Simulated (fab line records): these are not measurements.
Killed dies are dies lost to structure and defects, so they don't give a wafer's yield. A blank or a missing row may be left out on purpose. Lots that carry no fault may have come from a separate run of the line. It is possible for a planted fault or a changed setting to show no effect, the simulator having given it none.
fab line records ; flow n5Finfet
[record] lots = 12; wafers = 34; lastDay = 18
route steps=1938 shown BEOL_M4@1062 MIM_BOT_ETCH@1867 PAD_METAL@1895 PASSIVATION@1925
lots that met no fault: taken from a fault-free run of the same line
startH: the number of hours between the record's first day and the start of the first shown wafer of the lot ; waitH: hours elapsed since this lot's preceding step ; " identical to the entry in the row above ; L1.1+2: one row covering several wafers at once ; - no value present, or no start provided ; * or withheld: withheld ; < > ~ a bound
route shown NAME@n: names a module that has steps shown in the file, with the first one's number in the route ; usual: mean and standard deviation over wafers with no fault ; same: alike in all rows ; chamber/n: place in a boat ; sites: per-site readings ; _std_site: standard deviation across them ; _edge_site: outer sites' mean less inner sites' ; radiusMm: how far each site lies from the wafer's centre ; mask NAME#n: copy n ; behind: the last tool/chamber to shape the wafer ; hold: cause of the lot's hold/its duration in hours/its outcome ; device: which transistor (n, p or np) failed to switch ; end of line: the route-end tests of the same wafers ; step lacking rows: just its recipe ; killed: at the first sort, the dies lost to defects and structure; wafer yield is something else ; map: the dies of a wafer, with x for killed, . for not killed, _ for no die there
set.NAME: the run value of the setting; set.NAME@STEP: its run value at that earlier step ; model.NAME: the simulator's own value behind a step, which no gauge read
steps of the route over a sample of lots; a table a step, a row a wafer
services: the hour from which a tool's chamber was out of use, counted from the record's first day as startH (under 0 if before that day), plus the number of hours and why
[[steps]]
[step N5_BEOL_M4_ALD_98]
[recipe] material = SiO2; targetThkA = 25; tempC = 100; aldPrecursorFamily = BDEAS; aldCoReactant = O2-plasma; pulseTimeS = 1; coReactantPulseTimeS = 1; purgeTimeS = 2; coReactantPurgeTimeS = 2; aldCycles = 17; pressureTorr = 2
[usual] heaterPowerW = 80/6.6; precursorPulseHeightRel = 0.999/0.019
lot.wafer;tool;chamber;startH;waitH;heaterPowerW;precursorPulseHeightRel
L543.3;aldSin-02;2;166.62;0.3;89;0.969
L543.5;aldSin-02;2;166.62;0.3;88;1.005
L543.6;aldSin-02;1;166.62;0.3;85;1.016
L544.2;aldSin-02;2;167.27;0.1;90;0.992
L544.3;aldSin-02;0;167.27;0.1;72;0.992
L544.5;aldSin-02;1;167.27;0.1;87;1.012
L545.1;aldSin-01;1;181.21;1.0;74;1.005
L545.2;aldSin-01;3;181.21;1.0;81;1.021
L545.6;aldSin-01;1;181.21;1.0;72;0.979
L547.1;aldSin-03;3;199.74;1.0;84;1.000
L547.3;aldSin-03;1;199.74;1.0;79;1.064
L547.4;aldSin-03;0;199.74;1.0;75;1.020
L546.2;aldSin-01;0;203.72;0.1;76;1.020
L546.6;aldSin-01;2;203.72;0.1;79;0.993
L548.1;aldSin-02;0;226.11;0.1;72;0.997
L548.3;aldSin-02;3;226.11;0.1;91;1.044
L548.6;aldSin-02;2;226.11;0.1;85;0.973
L549.5;aldSin-02;2;226.47;0.1;84;0.990
L549.6;aldSin-02;3;226.47;0.1;90;0.971
L550.1;aldSin-02;3;227.34;0.3;91;0.990
L550.2;aldSin-02;1;227.34;0.3;88;1.023
L550.5;aldSin-02;2;227.34;0.3;85;1.001
L555.1;aldSin-02;0;272.93;0.1;74;0.974
L555.3;aldSin-02;2;272.93;0.1;85;1.007
L555.5;aldSin-02;2;272.93;0.1;86;0.974
L562.1;aldSin-01;2;293.10;0.3;78;1.055
L562.3;aldSin-01;0;293.10;0.3;73;1.009
L562.5;aldSin-01;1;293.10;0.3;73;1.008
L564.1;aldSin-01;0;306.11;0.1;77;1.044
L564.4;aldSin-01;3;306.11;0.1;83;1.007
L564.6;aldSin-01;3;306.11;0.1;81;0.985
L563.1;aldSin-03;1;317.71;0.7;76;0.999
L563.2;aldSin-03;2;317.71;0.7;72;0.990
L563.5;aldSin-03;3;317.71;0.7;80;1.031
[step N5_MIM_BOT_ETCH_ETCH_03]
[recipe] chemistry = Cl2/BCl3; targetDepthA = 120; pressureMtorr = 8; icpW = 800; biasW = 100; Cl2_flow_sccm = 20; bcl3FlowSccm = 80
[usual] drypumpMotorCurrentA = 5.6/0.33; oesProductAu = 0.80/0.12; throttleValvePct = 27.74/0.16
lot.wafer;tool;chamber;startH;waitH;drypumpMotorCurrentA;oesProductAu;rfHoursCounterH;throttleValvePct
L543.3;rieMetal-02;1;295.46;0.1;5.3;0.67;-;27.95
L543.5;rieMetal-02;1;295.46;0.1;5.3;0.67;-;27.92
L543.6;rieMetal-02;1;295.46;0.1;5.3;0.66;-;27.92
L544.2;rieMetal-01;1;303.08;0.1;5.7;0.65;109;27.63
L544.3;rieMetal-01;0;303.08;0.1;5.5;0.91;-;27.76
L544.5;rieMetal-01;1;303.08;0.1;5.7;0.65;-;27.64
L545.1;rieMetal-03;1;306.86;0.1;6.0;0.74;51;27.55
L545.2;rieMetal-03;0;306.86;0.1;6.4;0.68;76;27.61
L545.6;rieMetal-03;0;306.86;0.1;6.4;0.67;-;27.64
L546.2;rieMetal-02;1;311.40;0.1;5.2;0.66;-;27.93
L546.6;rieMetal-02;1;311.40;0.1;5.3;0.67;-;27.94
L547.1;rieMetal-01;0;322.03;0.1;5.6;0.88;11;27.75
L547.3;rieMetal-01;0;322.03;0.1;5.6;0.89;-;27.76
L547.4;rieMetal-01;0;322.03;0.1;5.6;0.89;-;27.77
L549.5;rieMetal-01;0;325.70;0.1;5.6;0.89;-;27.77
L549.6;rieMetal-01;0;325.70;0.1;5.6;0.89;-;27.78
L548.1;rieMetal-03;0;327.48;0.1;6.4;0.68;78;27.63
L548.3;rieMetal-03;0;327.48;0.1;6.4;0.68;-;27.65
L548.6;rieMetal-03;1;327.48;0.1;6.0;0.74;-;27.55
L550.1;rieMetal-02;0;332.42;0.1;5.7;0.98;2;27.76
L550.2;rieMetal-02;1;332.42;0.1;5.3;0.66;95;27.96
L550.5;rieMetal-02;0;332.42;0.1;5.7;0.96;-;27.77
L555.1;rieMetal-01;0;374.86;0.1;5.6;0.86;16;27.78
L555.3;rieMetal-01;1;374.86;0.1;5.7;0.96;-;27.48
L555.5;rieMetal-01;1;374.86;0.1;5.7;0.95;-;27.48
L562.1;rieMetal-03;0;417.94;0.1;6.4;0.65;87;27.66
L562.3;rieMetal-03;0;417.94;0.1;6.3;0.65;-;27.66
L562.5;rieMetal-03;0;417.94;0.1;6.4;0.66;-;27.64
L564.1;rieMetal-03;0;423.96;0.1;6.4;0.66;88;27.65
L564.4;rieMetal-03;1;423.96;0.1;6.0;0.71;-;27.57
L564.6;rieMetal-03;0;423.96;0.1;6.4;0.65;-;27.66
L563.1;rieMetal-01;0;430.35;0.1;5.6;0.85;20;27.79
L563.2;rieMetal-01;1;430.35;0.1;5.7;0.94;8;27.48
L563.5;rieMetal-01;1;430.35;0.1;5.7;0.92;-;27.48
[step N5_PASSIVATION_SPUTTER_20]
[recipe] material = TaN; targetThkA = 500; tempC = 25; chamberPressurePa = 0.4
[usual] throttleValvePct = 30.1/1
lot.wafer;tool;chamber;startH;waitH;throttleValvePct
L543.3;pvdSputter-01;-;299.83;0.0;30.0
L543.5;pvdSputter-01;-;299.83;0.0;29.5
L543.6;pvdSputter-01;-;299.83;0.0;32.0
L544.2;pvdSputter-02;-;306.04;0.0;30.0
L544.3;pvdSputter-02;-;306.04;0.0;30.4
L544.5;pvdSputter-02;-;306.04;0.0;31.4
L545.1;pvdSputter-02;-;310.88;0.0;31.4
L545.2;pvdSputter-02;-;310.88;0.0;29.5
L545.6;pvdSputter-02;-;310.88;0.0;31.0
L546.2;pvdSputter-03;-;314.29;0.0;28.6
L546.6;pvdSputter-03;-;314.29;0.0;29.8
L547.1;pvdSputter-03;-;325.15;0.0;28.3
L547.3;pvdSputter-03;-;325.15;0.0;29.7
L547.4;pvdSputter-03;-;325.15;0.0;30.8
L549.5;pvdSputter-01;-;329.44;0.1;29.5
L549.6;pvdSputter-01;-;329.44;0.1;32.0
L548.1;pvdSputter-03;-;330.46;0.0;29.8
L548.3;pvdSputter-03;-;330.46;0.0;30.9
L548.6;pvdSputter-03;-;330.46;0.0;30.9
L550.1;pvdSputter-02;-;335.69;0.0;31.3
L550.2;pvdSputter-02;-;335.69;0.0;29.7
L550.5;pvdSputter-02;-;335.69;0.0;30.3
L555.1;pvdSputter-01;-;379.65;0.0;29.4
L555.3;pvdSputter-01;-;379.65;0.0;30.0
L555.5;pvdSputter-01;-;379.65;0.0;29.3
L562.1;pvdSputter-01;-;423.06;0.0;32.0
L562.3;pvdSputter-01;-;423.06;0.0;29.3
L562.5;pvdSputter-01;-;423.06;0.0;28.6
L564.1;pvdSputter-03;-;427.87;0.0;30.0
L564.4;pvdSputter-03;-;427.87;0.0;30.1
L564.6;pvdSputter-03;-;427.87;0.0;30.0
L563.1;pvdSputter-03;-;433.65;0.0;30.1
L563.2;pvdSputter-03;-;433.65;0.0;28.6
L563.5;pvdSputter-03;-;433.65;0.0;28.5
[step N5_PASSIVATION_CD_MEAS_44]
[recipe] targetCdNm = 40000; landingEnergyEv = 500; detector = seInlens
[usual] cdNm = 39998/4.3
[same] landingEnergyEv = 500
lot.wafer;tool;chamber;startH;waitH;cdNm
L543.3;cdSem-03;0;302.91;-;39999
L543.5;cdSem-03;0;302.91;-;39993
L543.6;cdSem-03;0;302.91;-;40005
L544.2;cdSem-03;0;308.98;-;39999
L544.3;cdSem-03;0;308.98;-;39997
L544.5;cdSem-03;0;308.98;-;39993
L545.1;cdSem-02;0;314.09;-;39997
L545.2;cdSem-02;0;314.09;-;39999
L545.6;cdSem-02;0;314.09;-;39994
L546.2;cdSem-01;0;317.46;-;39995
L546.6;cdSem-01;0;317.46;-;40000
L547.1;cdSem-02;0;327.89;-;40002
L547.3;cdSem-02;0;327.89;-;40003
L547.4;cdSem-02;0;327.89;-;40004
L549.5;cdSem-03;0;332.04;-;39989
L549.6;cdSem-03;0;332.04;-;39998
L548.1;cdSem-01;0;333.14;-;40001
L548.3;cdSem-01;0;333.14;-;39996
L548.6;cdSem-01;0;333.14;-;40004
L550.1;cdSem-03;0;338.23;-;40002
L550.2;cdSem-03;0;338.23;-;39995
L550.5;cdSem-03;0;338.23;-;39997
L555.1;cdSem-03;0;382.02;-;39993
L555.3;cdSem-03;0;382.02;-;39996
L555.5;cdSem-03;0;382.02;-;39998
L562.1;cdSem-03;0;425.65;-;39993
L562.3;cdSem-03;0;425.65;-;39994
L562.5;cdSem-03;0;425.65;-;39994
L564.1;cdSem-02;0;430.44;-;40002
L564.4;cdSem-02;0;430.44;-;39999
L564.6;cdSem-02;0;430.44;-;39997
L563.1;cdSem-02;0;436.08;-;39996
L563.2;cdSem-02;0;436.08;-;39995
L563.5;cdSem-02;0;436.08;-;39994
[step N5_PASSIVATION_PROBE_49]
[usual] defectLimitedYield = 91.6/1.4; killed_at_M0_to_M3 = 33/10; killed_at_M4_up = 13/5.3; killedAtContacts = 13/5.9; killedAtFrontEnd = 36/12; killedAtOther = 4/3.1; killedDies = 99/16; killedOnRim = 13/4.2; killedOpen = 65/13; killedShort = 32/7.3; sort_bin_5_function = 4.9/0.9; sort_bin_6_memory = 3.1/0.66; sort_bin_8_speed = 0.0/0.42; sortNPass = 1081/17; sortYieldPct = 91.6/1.4
[same] grossDies = 1180; killedAtBackSide = 0; sort_bin_4_leakage[%] = 0
lot.wafer;tool;chamber;startH;waitH;defectLimitedYield[%];killed_at_M0_to_M3;killed_at_M4_up;killedAtContacts;killedAtFrontEnd;killedAtOther;killedDies;killedOnRim;killedOpen;killedShort;sort_bin_5_function[%];sort_bin_6_memory[%];sort_bin_8_speed[%];sortNPass;sortYieldPct[%]
L555.1;prober-02;-;385.20;0.0;82.5;28;118;11;47;2;206;26;72;32;10.8;4.4;0;974;82.5
L555.3;prober-02;-;385.30;0.1;91.4;24;18;13;43;3;101;12;66;29;5.5;2.4;0;1079;91.4
L555.5;prober-02;-;385.40;0.2;92.1;33;8;9;41;2;93;14;56;36;4.9;2.9;0;1087;92.1
// killed by level:class
L555.1 BEOL_M4:unspecified=102 FIN_SAQP:geometricParticle:open=20 BEOL_M2:geometricParticle:open=9 MOL_CONTACT_COAG:geometricParticle:open=7 DUMMY_GATE:geometricParticle:open=7 FIN_SAQP:geometricParticle:short=6 BEOL_M0_SAQP:geometricParticle:open=6 BEOL_M0_SAQP:geometricParticle:short=6
L555.3 FIN_SAQP:geometricParticle:open=13 MOL_CONTACT_COAG:geometricParticle:open=10 BEOL_M0_SAQP:geometricParticle:open=7 BEOL_M4:geometricParticle:open=7 HKMG_FIN:areaEtch=6 DUMMY_GATE:geometricParticle:open=5 BEOL_M0_SAQP:geometricParticle:short=5 BEOL_M7:geometricParticle:open=4
L555.5 FIN_SAQP:geometricParticle:short=9 FIN_SAQP:geometricParticle:open=9 BEOL_M0_SAQP:geometricParticle:short=9 MOL_CONTACT_COAG:geometricParticle:open=8 BEOL_M2:geometricParticle:open=8 GATE_CUT:geometricParticle:short=6 STARTING-WAFER:geometricParticle:open=6 BEOL_M0_SAQP:geometricParticle:open=5
[[services]]
tool;chamber;startH;hours;kind
pvdSputter-01;-;143.59;5.2;repair
rieMetal-02;0;143.90;12.5;repair
aldSin-03;0;163.40;1.3;repair
rieMetal-03;1;164.51;4.8;repair
rieMetal-01;-;176.41;1.3;repair
aldSin-02;-;176.82;14.0;pm
aldSin-02;3;191.22;1.4;repair
aldSin-03;1;199.95;19.4;repair
rieMetal-01;-;236.50;1.4;pm
aldSin-02;-;243.74;6.1;pm
aldSin-01;0;250.48;10.1;repair
aldSin-01;-;255.63;2.8;pm
aldSin-01;-;259.64;1.6;repair
rieMetal-02;1;264.88;4.3;repair
aldSin-02;-;271.91;0.9;repair
rieMetal-02;-;274.27;0.4;repair
aldSin-02;2;276.83;14.5;repair
aldSin-02;1;311.68;5.9;repair
aldSin-02;2;368.64;13.1;repair
aldSin-01;-;373.75;14.0;pm
pvdSputter-02;-;398.94;1.0;repair
aldSin-02;-;403.29;2.1;repair
aldSin-02;-;423.73;3.6;repair
pvdSputter-02;-;432.27;1.7;repair
[[key]]
[firstSign] step = N5_PASSIVATION_PROBE_49; reading = killed_at_M4_up; direction = up; sigmas = 20; usual = 13; struck = 118
[effect] step = N5_PASSIVATION_PROBE_49; reading = killedDies; direction = up; sigmas = 6.5; usual = 99; struck = 206
[moreKillsBornAt] N5_BEOL_M4_ALD_98@aldSin-02 = 102
metAt N5_BEOL_M4_ALD_98
struckLots L555
struckWafers L555.1
notActingAt N5_MIM_BOT_ETCH_ETCH_03,N5_PASSIVATION_SPUTTER_20,N5_PASSIVATION_CD_MEAS_44
onsetBetween 226.11 272.93
[fault] kind = chamberParticleSource; tool = aldSin-02; chamber = 0; onsetH = 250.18; steps = N5_BEOL_M4_ALD_98; ratePerVisitCm2 = 0.91645; endH = 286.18
